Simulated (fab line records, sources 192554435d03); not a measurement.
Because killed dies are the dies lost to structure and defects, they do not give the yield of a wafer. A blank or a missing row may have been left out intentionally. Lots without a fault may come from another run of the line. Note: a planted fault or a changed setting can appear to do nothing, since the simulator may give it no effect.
Lot-split experiment	flow n5-finfet	route with 1938 steps; 7 lots, 21 wafers read

SPLIT DETAILS
At N5_MOL_CONTACT_COAG_COAT_02 (resist thk 30 nm), the setting spin-rpm was moved away from the recipe's 1500 rpm on 4 of the 21 wafers read, by -11.1% to -5.1%. All remaining wafers had this setting at the recipe value.

FROM THE SPLIT TO THE READING: what the file shows between them, 2 steps
- N5_MOL_CONTACT_COAG_EBR_04
- N5_MOL_CONTACT_COAG_SOFTBAKE_03: time 60 s

THE READING
CAR-EUV_of_MOL_CONTACT_COAG_COAT_02.thk-nm (the simulator's own value, which no gauge read), in nm, at N5_MOL_CONTACT_COAG_DESCUM_13 (chemistry O2, time 7 s). The file gives no usual value for it. Across the 17 wafers here that went through the recipe, the average is 26.1 nm and the standard deviation 0.1 nm.

wafer	tool, chamber at the split	spin-rpm as run, rpm	against the recipe	CAR-EUV_of_MOL_CONTACT_COAG_COAT_02.thk-nm, nm	against lot-mates on the recipe
L074.3	litho-track-05, 0	1500	recipe	26	-
L074.5	litho-track-05, 0	1500	recipe	26.2	-
L074.6	litho-track-05, 0	1500	recipe	26.2	-
L078.2	litho-track-05, 0	1500	recipe	26	-
L078.5	litho-track-05, 0	1500	recipe	26	-
L078.6	litho-track-05, 0	1500	recipe	26	-
L079.1	litho-track-05, 0	1500	recipe	26	-
L079.3	litho-track-05, 0	1500	recipe	26	-
L079.2	litho-track-05, 0	1500	recipe	26.2	-
L085.1	litho-track-04, 0	1334	-11.1%	28	+1.8
L085.3	litho-track-04, 0	1500	recipe	26.2	-
L085.6	litho-track-04, 0	1500	recipe	26.2	-
L094.4	litho-track-03, 0	1500	recipe	26.2	-
L094.5	litho-track-03, 0	1500	recipe	26.2	-
L094.6	litho-track-03, 0	1500	recipe	26	-
L096.2	litho-track-03, 0	1500	recipe	26.2	-
L096.3	litho-track-03, 0	1347	-10.2%	27.6	+1.5
L096.6	litho-track-03, 0	1500	recipe	26	-
L097.2	litho-track-05, 0	1423	-5.1%	26.8	+0.6
L097.4	litho-track-05, 0	1423	-5.1%	26.8	+0.6
L097.3	litho-track-05, 0	1500	recipe	26.2	-

FIT RESULTS
A straight line over all 21 wafers: CAR-EUV_of_MOL_CONTACT_COAG_COAT_02.thk-nm changes by -0.156 nm for each +1% of spin-rpm; r = -0.98; the points scatter about the line by 0.11 nm.
The same after taking each lot's own level away (the mean of its wafers on the recipe; 21 wafers): -0.149 nm for each +1%; r = -0.98; scatter 0.096 nm.
On that fit, the largest move of spin-rpm shifts the reading by 1.7 nm.
From 26.00 to 26.20 nm: that is the span of the lots' own levels, equal to 2.0 times the standard deviation above.
So the lot-to-lot level changes the slope little: the two slopes agree.
Check: +1.52 nm against its lot-mates is what the line predicts for one of the wafers moved furthest among these (-11.1%) when that wafer is left out of the fit. It came out at +1.8 nm against them.

THE WHOLE CHAIN: every reading that the file lists as answering this split, in the file's order
step	what it does	reading	change (the file's fit)	r (the file's)
N5_MOL_CONTACT_COAG_COAT_02	resist thk 30 nm	CAR-EUV_of_MOL_CONTACT_COAG_COAT_02.thk-nm (the simulator's own value, which no gauge read)	-0.16 nm for each +1% of the setting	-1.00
N5_MOL_CONTACT_COAG_DESCUM_13	chemistry O2, time 7 s	CAR-EUV_of_MOL_CONTACT_COAG_COAT_02.thk-nm (the simulator's own value, which no gauge read)	-0.151 nm for each +1% of the setting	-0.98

THE FILE'S OWN FIT
CAR-EUV_of_MOL_CONTACT_COAG_COAT_02.thk-nm changes by -0.151 nm for each +1% of spin-rpm, r = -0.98.
